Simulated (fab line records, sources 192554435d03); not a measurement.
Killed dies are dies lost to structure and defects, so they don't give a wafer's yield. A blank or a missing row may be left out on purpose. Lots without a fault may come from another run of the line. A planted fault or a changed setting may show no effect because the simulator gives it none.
One fault seen from 3 desks | flow n5_finfet | each desk has only its own numbers; what lay behind them comes last

THE DEFECT DESK
What the inspections along the route counted, lot by lot: means of the sampled wafers that have a number. A lot is out of limits, marked OUT, if its mean lies more than 4 standard deviations from the usual mean; the brackets give that distance.
Columns: A = raw_defect_count at N5_MIM_BOT_LITHO_INSPECT_12, usual 2.0
lot  | first seen here | A
L804 | day 13 18:07    | 2.7
L810 | day 14 23:02    | 1.0
L809 | day 15 02:56    | 3.0
L811 | day 16 19:58    | 2.3
L820 | day 17 15:47    | 2.0
This desk's finding: nothing out of limits on any of the 5 lots.

THE TOOL OWNER'S DESK: pecvd-02
The tool's own readings at N5_PASSIVATION_PECVD_01 (deposits SiNx from SiH4/NH3/N2, target thk 200 nm, time 43.2 s): means of the sampled wafers that have a number, for each lot that ran on this tool. A lot is out of limits, marked OUT, if its mean lies more than 4 standard deviations from the usual mean; the brackets give that distance.
Columns: A = heater_power_w at N5_PASSIVATION_PECVD_01, usual 350 W; B = rf_fwd_power_W at N5_PASSIVATION_PECVD_01, usual 1394 W; C = showerhead_plenum_p_Torr at N5_PASSIVATION_PECVD_01, usual 8.67 Torr; D = showerhead_vpp_V at N5_PASSIVATION_PECVD_01, usual 2399 V; E = susceptor_temp_C at N5_PASSIVATION_PECVD_01, usual 399.99 C; F = throttle_valve_pct at N5_PASSIVATION_PECVD_01, usual 29.1 %
lot  | first seen here | A   | B    | C    | D    | E      | F
L811 | day 16 21:03    | 349 | 1390 | 8.65 | 2480 | 399.99 | 30.3
L820 | day 17 16:55    | 376 | 1392 | 8.70 | 2436 | 400.72 | 30.3
This desk's finding: nothing out of limits on any of the 2 lots.

THE METROLOGY DESK
What the gauges read, lot by lot, whatever tool the lot ran on: means of the sampled wafers that have a number. A lot is out of limits, marked OUT, if its mean lies more than 4 standard deviations from the usual mean; the brackets give that distance.
Columns: A = cd_nm at N5_MIM_BOT_LITHO_CD_MEAS_08, usual 2999.9 nm; B = MIM_BOT_OVL at N5_MIM_BOT_LITHO_OVL_MEAS_11, usual 0 nm
lot  | first seen here | A      | B
L804 | day 13 18:04    | 3001.2 | -3
L810 | day 14 22:59    | 3000.5 | -0
L809 | day 15 02:53    | 3000.0 | 1
L811 | day 16 19:54    | 2998.6 | -6
L820 | day 17 15:44    | 2997.7 | -2
This desk's finding: nothing out of limits on any of the 5 lots.

PUT TOGETHER
The defect desk saw nothing out of limits.
The tool owner's desk saw nothing out of limits.
The metrology desk saw nothing out of limits.

WHAT THE SIMULATOR HAD PUT IN
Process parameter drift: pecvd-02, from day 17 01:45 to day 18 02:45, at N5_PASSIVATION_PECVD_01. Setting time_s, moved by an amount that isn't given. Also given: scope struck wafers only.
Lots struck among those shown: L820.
